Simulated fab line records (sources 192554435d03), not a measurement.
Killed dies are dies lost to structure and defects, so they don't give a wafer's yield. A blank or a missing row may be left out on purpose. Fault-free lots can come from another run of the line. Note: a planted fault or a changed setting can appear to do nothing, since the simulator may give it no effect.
fab line records + flow n5-finfet + part 2 of 2: steps 5 to 6 of 6
record:
- lots: 24
- wafers: 72
- last-day: 18
route steps=1938 shown BEOL_M0_SAQP@678 BEOL_M0@720
lots untouched by any fault: they come from a run of this same line in which no faults occurred
start-h: start of the lot's first displayed wafer, in hours after the record's first day + wait-h: hours from the lot's prior step to this one + " repeats the value in the row above + L1.1+2: several wafers, shown together as one row + - either no value or no given start + * or withheld: withheld + < > ~ a bound
route shown NAME@n: names a module that has steps shown in the file, with the first one's number in the route + usual: mean/standard deviation of fault-free wafers + same: alike in all rows + chamber/n: place in a boat + sites: each site's reading + _std_site: their standard deviation + _edge_site: outer sites' mean less inner sites' + radius-mm: for every site, how far away it sits from the centre of the wafer + mask NAME#n: copy n + behind: the last tool/chamber to shape the wafer + hold: reason for holding the lot/hours on hold/outcome of the hold + device: the n, p or np transistor that did not switch + end of line: the tests these same wafers got at the end of their route + a step with no rows: only its recipe + killed: the dies lost at the first sort to structure and to defects; this is not the yield of the wafer + map: the dies of a wafer, with x for killed, . for not killed, _ for no die there
set.NAME: the setting that was run; set.NAME@STEP: the one run at that earlier step + model.NAME: the simulator's own value behind a step, which no gauge read
the route's steps for a sample of lots (tables are steps, rows are wafers)
services: from which hour (start-h, from the record's first day; less than 0 if before it) a tool's chamber was out of use, for how many hours, and why
== steps ==
step: N5_BEOL_M0_ETCH_128
recipe:
- chemistry: CF4/N2
- target-depth-a: 120
- overetch-a: 51
- target: SiCN
- time-s: 21.4
- ion-energy-ev: 150
- pressure-mtorr: 40
- source-w: 430
- bias-w: 70
- Ar_flow_sccm: 100
- cf4-flow-sccm: 60
- n2-flow-sccm: 60
usual:
- drypump-motor-current-A: 5.9/0.39
- oes-product-au: 0.57/0.063
- rf-vpp-V: 382.8/1.8
- showerhead-plenum-p-Torr: 2.23/0.065
- throttle-valve-pct: 15.44/0.22
| lot.wafer | tool        | chamber | start-h | wait-h | drypump-motor-current-A | oes-product-au | rf-hours-counter-h | rf-vpp-V | showerhead-plenum-p-Torr | throttle-valve-pct |
|-----------|-------------|---------|---------|--------|-------------------------|----------------|--------------------|----------|--------------------------|--------------------|
| L074.2    | rie-diel-02 | 2       | 114.36  | 0.1    | 6.2                     | 0.63           | 24                 | 382.8    | 2.24                     | 14.92              |
| L074.3    | "           | 1       | "       | "      | 5.5                     | 0.51           | 183                | 385.3    | 2.29                     | 15.82              |
| L074.5    | "           | 1       | "       | "      | 5.5                     | 0.51           | -                  | 385.4    | 2.29                     | 15.80              |
| L075.2    | rie-diel-01 | 2       | 126.71  | 0.3    | 5.9                     | 0.50           | 211                | 385.6    | 2.27                     | 15.57              |
| L075.4    | "           | 0       | "       | "      | 6.0                     | 0.60           | 30                 | 386.4    | 2.34                     | 15.23              |
| L075.6    | "           | 3       | "       | "      | 5.3                     | 0.63           | -                  | 386.5    | 2.35                     | 15.43              |
| L076.3    | rie-diel-06 | 0       | 131.88  | 0.0    | 6.2                     | 0.63           | 8                  | 381.1    | 2.17                     | 15.41              |
| L076.4    | "           | 0       | "       | "      | 6.2                     | 0.65           | -                  | 380.3    | 2.17                     | 15.42              |
| L076.6    | "           | 2       | "       | "      | 5.7                     | 0.63           | -                  | 379.4    | 2.16                     | 15.21              |
| L077.1    | rie-diel-06 | 1       | 135.29  | 0.2    | 6.5                     | 0.69           | 0                  | 383.7    | 2.25                     | 15.42              |
| L077.2    | "           | 2       | "       | "      | 5.7                     | 0.62           | 26                 | 381.0    | 2.16                     | 15.22              |
| L077.3    | "           | 0       | "       | "      | 6.2                     | 0.64           | 9                  | 380.8    | 2.17                     | 15.41              |
| L078.1    | rie-diel-06 | 1       | 142.66  | 0.4    | 6.5                     | 0.65           | 3                  | 383.8    | 2.25                     | 15.44              |
| L078.2    | "           | 2       | "       | "      | 5.7                     | 0.61           | 29                 | 380.5    | 2.16                     | 15.19              |
| L078.5    | "           | 0       | "       | "      | 6.2                     | 0.63           | -                  | 380.9    | 2.17                     | 15.42              |
| L079.1    | rie-diel-01 | 3       | 145.64  | 0.2    | 5.3                     | 0.62           | 14                 | 385.3    | 2.35                     | 15.44              |
| L079.3    | "           | 1       | "       | "      | 6.1                     | 0.49           | 240                | 380.9    | 2.17                     | 15.59              |
| L079.5    | "           | 3       | "       | "      | 5.3                     | 0.63           | -                  | 384.9    | 2.35                     | 15.45              |
| L080.4    | rie-diel-01 | 1       | 151.84  | 0.0    | 6.1                     | 0.49           | 243                | 382.6    | 2.17                     | 15.61              |
| L080.5    | "           | 1       | "       | "      | 6.0                     | 0.49           | -                  | 381.7    | 2.17                     | 15.61              |
| L080.6    | "           | 2       | "       | "      | 5.9                     | 0.49           | -                  | 383.9    | 2.26                     | 15.57              |
| L081.2    | rie-diel-06 | 2       | 159.61  | 0.0    | 5.7                     | 0.61           | 34                 | 380.4    | 2.16                     | 15.24              |
| L081.3    | "           | 1       | "       | "      | 6.6                     | 0.65           | 9                  | 384.1    | 2.25                     | 15.45              |
| L081.4    | "           | 3       | "       | "      | 5.4                     | 0.49           | 197                | 381.4    | 2.19                     | 15.74              |
| L082.3    | rie-diel-01 | 2       | 162.58  | 0.0    | 5.9                     | 0.49           | 223                | 383.7    | 2.26                     | 15.60              |
| L082.4    | "           | 3       | "       | "      | 5.3                     | 0.63           | 20                 | 386.0    | 2.35                     | 15.45              |
| L082.6    | "           | 2       | "       | "      | 5.9                     | 0.49           | -                  | 383.3    | 2.26                     | 15.58              |
| L083.1    | rie-diel-06 | 2       | 170.25  | 0.1    | 5.7                     | 0.61           | 38                 | 381.1    | 2.16                     | 15.24              |
| L083.4    | "           | 1       | "       | "      | 6.5                     | 0.64           | 13                 | 383.8    | 2.25                     | 15.45              |
| L083.5    | "           | 3       | "       | "      | 5.4                     | 0.47           | -                  | 380.7    | 2.19                     | 15.76              |
| L084.2    | rie-diel-01 | 2       | 177.13  | 0.0    | 5.9                     | 0.48           | 228                | 382.3    | 2.26                     | 15.59              |
| L084.3    | "           | 3       | "       | "      | 5.3                     | 0.60           | 24                 | 386.1    | 2.34                     | 15.46              |
| L084.6    | "           | 0       | "       | "      | 6.0                     | 0.57           | -                  | 385.6    | 2.33                     | 15.27              |
| L085.3    | rie-diel-06 | 2       | 187.33  | 0.3    | 5.7                     | 0.61           | 45                 | 380.1    | 2.15                     | 15.25              |
| L085.5    | "           | 0       | "       | "      | 6.2                     | 0.61           | -                  | 380.8    | 2.16                     | 15.45              |
| L085.6    | "           | 1       | "       | "      | 6.5                     | 0.62           | -                  | 383.6    | 2.24                     | 15.47              |
| L086.2    | rie-diel-01 | 0       | 194.90  | 0.5    | 6.0                     | 0.57           | 54                 | 385.5    | 2.33                     | 15.28              |
| L086.3    | "           | 3       | "       | "      | 5.3                     | 0.59           | 33                 | 386.4    | 2.34                     | 15.49              |
| L086.6    | "           | 1       | "       | "      | 6.1                     | 0.68           | -                  | 381.6    | 2.16                     | 15.12              |
| L087.1    | rie-diel-06 | 3       | 194.93  | 0.4    | 5.4                     | 0.47           | 211                | 383.0    | 2.19                     | 15.79              |
| L087.2    | "           | 2       | "       | "      | 5.7                     | 0.60           | 48                 | 380.5    | 2.15                     | 15.26              |
| L087.5    | "           | 2       | "       | "      | 5.7                     | 0.61           | -                  | 381.1    | 2.15                     | 15.26              |
| L088.1    | rie-diel-01 | 3       | 203.40  | 0.0    | 5.3                     | 0.60           | 34                 | 386.0    | 2.34                     | 15.48              |
| L088.5    | "           | 2       | "       | "      | 5.9                     | 0.49           | -                  | 383.5    | 2.26                     | 15.62              |
| L088.6    | "           | 3       | "       | "      | 5.3                     | 0.61           | -                  | 384.0    | 2.34                     | 15.49              |
| L089.1    | rie-diel-06 | 3       | 207.45  | 0.0    | 5.3                     | 0.48           | 215                | 380.5    | 2.18                     | 15.78              |
| L089.2    | "           | 2       | "       | "      | 5.7                     | 0.60           | 51                 | 380.8    | 2.15                     | 15.26              |
| L089.6    | "           | 0       | "       | "      | 6.2                     | 0.61           | -                  | 380.7    | 2.16                     | 15.46              |
| L090.1    | rie-diel-02 | 1       | 212.38  | 0.0    | 5.5                     | 0.49           | 219                | 384.0    | 2.27                     | 15.89              |
| L090.4    | "           | 0       | "       | "      | 6.0                     | 0.58           | 72                 | 384.0    | 2.23                     | 15.19              |
| L090.5    | "           | 0       | "       | "      | 6.0                     | 0.56           | -                  | 381.7    | 2.23                     | 15.20              |
| L091.1    | rie-diel-06 | 3       | 219.93  | 0.9    | 5.4                     | 0.46           | 220                | 382.6    | 2.18                     | 15.80              |
| L091.4    | "           | 3       | "       | "      | 5.4                     | 0.47           | -                  | 380.1    | 2.18                     | 15.79              |
| L091.5    | "           | 2       | "       | "      | 5.7                     | 0.59           | -                  | 381.7    | 2.15                     | 15.29              |
| L092.2    | rie-diel-02 | 2       | 222.11  | 0.5    | 6.2                     | 0.60           | 60                 | 381.5    | 2.22                     | 15.01              |
| L092.3    | "           | 1       | "       | "      | 5.5                     | 0.49           | 224                | 383.8    | 2.27                     | 15.89              |
| L092.6    | "           | 1       | "       | "      | 5.5                     | 0.50           | -                  | 383.0    | 2.27                     | 15.91              |
| L093.2    | rie-diel-06 | 1       | 229.53  | 0.0    | 6.5                     | 0.60           | 34                 | 384.0    | 2.24                     | 15.50              |
| L093.5    | "           | 1       | "       | "      | 6.5                     | 0.60           | -                  | 382.8    | 2.24                     | 15.48              |
| L093.6    | "           | 0       | "       | "      | 6.2                     | 0.59           | -                  | 380.3    | 2.16                     | 15.47              |
| L094.2    | rie-diel-01 | 0       | 238.01  | 0.0    | 6.0                     | 0.57           | 70                 | 383.8    | 2.32                     | 15.32              |
| L094.3    | "           | 3       | "       | "      | 5.3                     | 0.58           | 48                 | 384.8    | 2.34                     | 15.51              |
| L094.4    | "           | 2       | "       | "      | 5.9                     | 0.48           | 247                | 383.9    | 2.25                     | 15.64              |
| L096.3    | rie-diel-06 | 1       | 247.70  | 0.0    | 6.5                     | 0.59           | 40                 | 383.3    | 2.24                     | 15.51              |
| L096.4    | "           | 3       | "       | "      | 5.4                     | 0.46           | 230                | 380.9    | 2.18                     | 15.82              |
| L096.5    | "           | 2       | "       | "      | 5.7                     | 0.57           | -                  | 380.5    | 2.15                     | 15.32              |
| L095.3    | rie-diel-01 | 0       | 247.72  | 0.0    | 6.0                     | 0.56           | 73                 | 384.7    | 2.32                     | 15.30              |
| L095.5    | "           | 2       | "       | "      | 5.9                     | 0.48           | -                  | 383.1    | 2.25                     | 15.65              |
| L095.6    | "           | 1       | "       | "      | 6.1                     | 0.63           | -                  | 381.7    | 2.16                     | 15.17              |
| L097.2    | rie-diel-06 | 0       | 260.79  | 0.2    | 6.2                     | 0.57           | 54                 | 380.7    | 2.15                     | 15.50              |
| L097.4    | "           | 2       | "       | "      | 5.7                     | 0.58           | 71                 | 381.6    | 2.15                     | 15.30              |
| L097.5    | "           | 3       | "       | "      | 5.4                     | 0.47           | -                  | 382.4    | 2.18                     | 15.84              |
step: N5_BEOL_M0_ALD_136
recipe:
- material: TaN
- target-thk-a: *
- temp-c: 275
- ald-precursor-family: PDMAT
- ald-co-reactant: NH3
- pressure-torr: 3
- carrier-flow-sccm: 1500
- pulse-time-s: 2
- purge-time-s: 3
- co-reactant-purge-time-s: 2
- co-reactant-pulse-time-s: 3
- ald-cycles: 30
- precursor-vessel-temp-c: 75
- precursor-vessel-pressure-torr: 26.25
- precursor-vessel-carrier-sccm: 1000
usual:
- heater-power-w: 404/43
| lot.wafer | tool         | chamber | start-h | wait-h | heater-power-w |
|-----------|--------------|---------|---------|--------|----------------|
| L074.2    | ald-metal-04 | 1       | 115.24  | 0.3    | 346            |
| L074.3    | "            | 3       | "       | "      | 406            |
| L074.5    | "            | 3       | "       | "      | 407            |
| L075.2    | ald-metal-04 | 0       | 128.04  | 0.0    | 350            |
| L075.4    | "            | 2       | "       | "      | 441            |
| L075.6    | "            | 0       | "       | "      | 357            |
| L076.3    | ald-metal-03 | 0       | 132.63  | 0.1    | 439            |
| L076.4    | "            | 3       | "       | "      | 367            |
| L076.6    | "            | 1       | "       | "      | 389            |
| L077.1    | ald-metal-04 | 2       | 135.98  | 0.2    | 452            |
| L077.2    | "            | 3       | "       | "      | 408            |
| L077.3    | "            | 1       | "       | "      | 351            |
| L078.1    | ald-metal-02 | 2       | 144.63  | 0.1    | 421            |
| L078.2    | "            | 1       | "       | "      | 454            |
| L078.5    | "            | 1       | "       | "      | 443            |
| L079.1    | ald-metal-02 | 1       | 146.41  | 0.0    | 460            |
| L079.3    | "            | 0       | "       | "      | 449            |
| L079.5    | "            | 2       | "       | "      | 421            |
| L080.4    | ald-metal-04 | 0       | 153.14  | 0.1    | 347            |
| L080.5    | "            | 2       | "       | "      | 447            |
| L080.6    | "            | 3       | "       | "      | 409            |
| L081.2    | ald-metal-04 | 0       | 161.80  | 0.1    | 356            |
| L081.3    | "            | 2       | "       | "      | 450            |
| L081.4    | "            | 3       | "       | "      | 405            |
| L082.3    | ald-metal-03 | 0       | 163.43  | 0.0    | 435            |
| L082.4    | "            | 1       | "       | "      | 394            |
| L082.6    | "            | 3       | "       | "      | 362            |
| L083.1    | ald-metal-02 | 3       | 171.22  | 0.1    | 336            |
| L083.4    | "            | 2       | "       | "      | 429            |
| L083.5    | "            | 0       | "       | "      | 465            |
| L084.2    | ald-metal-02 | 2       | 180.35  | 0.0    | 419            |
| L084.3    | "            | 3       | "       | "      | 334            |
| L084.6    | "            | 3       | "       | "      | 336            |
| L085.3    | ald-metal-03 | 1       | 189.85  | 0.1    | 392            |
| L085.5    | "            | 0       | "       | "      | 462            |
| L085.6    | "            | 3       | "       | "      | 369            |
| L086.2    | ald-metal-04 | 1       | 195.64  | 0.1    | 357            |
| L086.3    | "            | 0       | "       | "      | 341            |
| L086.6    | "            | 2       | "       | "      | 449            |
| L087.1    | ald-metal-02 | 2       | 195.72  | 0.1    | 414            |
| L087.2    | "            | 1       | "       | "      | 441            |
| L087.5    | "            | 2       | "       | "      | 415            |
| L088.1    | ald-metal-03 | 2       | 204.23  | 0.2    | 437            |
| L088.5    | "            | 2       | "       | "      | 437            |
| L088.6    | "            | 1       | "       | "      | 397            |
| L089.1    | ald-metal-04 | 0       | 208.57  | 0.1    | 349            |
| L089.2    | "            | 3       | "       | "      | 401            |
| L089.6    | "            | 2       | "       | "      | 454            |
| L090.1    | ald-metal-03 | 1       | 213.25  | 0.0    | 390            |
| L090.4    | "            | 3       | "       | "      | 376            |
| L090.5    | "            | 3       | "       | "      | 382            |
| L091.1    | ald-metal-04 | 3       | 221.24  | 0.0    | 399            |
| L091.4    | "            | 1       | "       | "      | 357            |
| L091.5    | "            | 2       | "       | "      | 439            |
| L092.2    | ald-metal-04 | 3       | 223.61  | 0.3    | 399            |
| L092.3    | "            | 1       | "       | "      | 347            |
| L092.6    | "            | 0       | "       | "      | 356            |
| L093.2    | ald-metal-04 | 1       | 230.16  | 0.0    | 348            |
| L093.5    | "            | 2       | "       | "      | 434            |
| L093.6    | "            | 3       | "       | "      | 414            |
| L094.2    | ald-metal-02 | 0       | 239.01  | 0.1    | 456            |
| L094.3    | "            | 3       | "       | "      | 337            |
| L094.4    | "            | 1       | "       | "      | 451            |
| L096.3    | ald-metal-02 | 3       | 248.76  | 0.0    | 334            |
| L096.4    | "            | 1       | "       | "      | 451            |
| L096.5    | "            | 3       | "       | "      | 341            |
| L095.3    | ald-metal-04 | 3       | 248.85  | 0.1    | 415            |
| L095.5    | "            | 0       | "       | "      | 353            |
| L095.6    | "            | 1       | "       | "      | 355            |
| L097.2    | ald-metal-03 | 1       | 261.62  | 0.1    | 393            |
| L097.4    | "            | 0       | "       | "      | 443            |
| L097.5    | "            | 3       | "       | "      | 385            |
== services ==
| tool         | chamber | start-h | hours | kind   |
|--------------|---------|---------|-------|--------|
| rie-si-06    | 3       | 88.69   | 5.7   | repair |
| rie-diel-06  | 0       | 89.21   | 9.2   | repair |
| rie-si-06    | 1       | 95.52   | 14.7  | repair |
| ald-metal-02 | -       | 108.57  | 2.8   | pm     |
| rie-si-06    | -       | 109.57  | 2.8   | pm     |
| ald-metal-02 | -       | 111.78  | 14.6  | pm     |
| rie-si-01    | 1       | 116.47  | 6.3   | repair |
| ald-metal-03 | 1       | 122.43  | 6.3   | repair |
| rie-si-03    | -       | 135.97  | 2.8   | pm     |
| rie-diel-03  | 2       | 161.67  | 4.7   | repair |
| rie-si-06    | 0       | 162.84  | 8.7   | repair |
| ald-metal-03 | 3       | 166.00  | 7.6   | repair |
| rie-diel-01  | -       | 189.34  | 0.3   | repair |
| rie-si-06    | 0       | 189.62  | 8.9   | repair |
| ald-metal-03 | -       | 193.09  | 2.8   | pm     |
| rie-diel-04  | -       | 199.56  | 1.0   | repair |
| rie-si-06    | -       | 207.42  | 1.1   | repair |
| rie-si-01    | 1       | 212.92  | 2.8   | repair |
| rie-diel-01  | 2       | 218.92  | 9.9   | repair |
| rie-si-01    | -       | 234.09  | 0.3   | repair |
| ald-metal-02 | 0       | 242.32  | 4.1   | repair |
| rie-diel-05  | -       | 243.98  | 0.4   | repair |
| rie-diel-05  | 1       | 248.26  | 8.4   | repair |
| rie-diel-01  | 2       | 254.45  | 7.3   | repair |
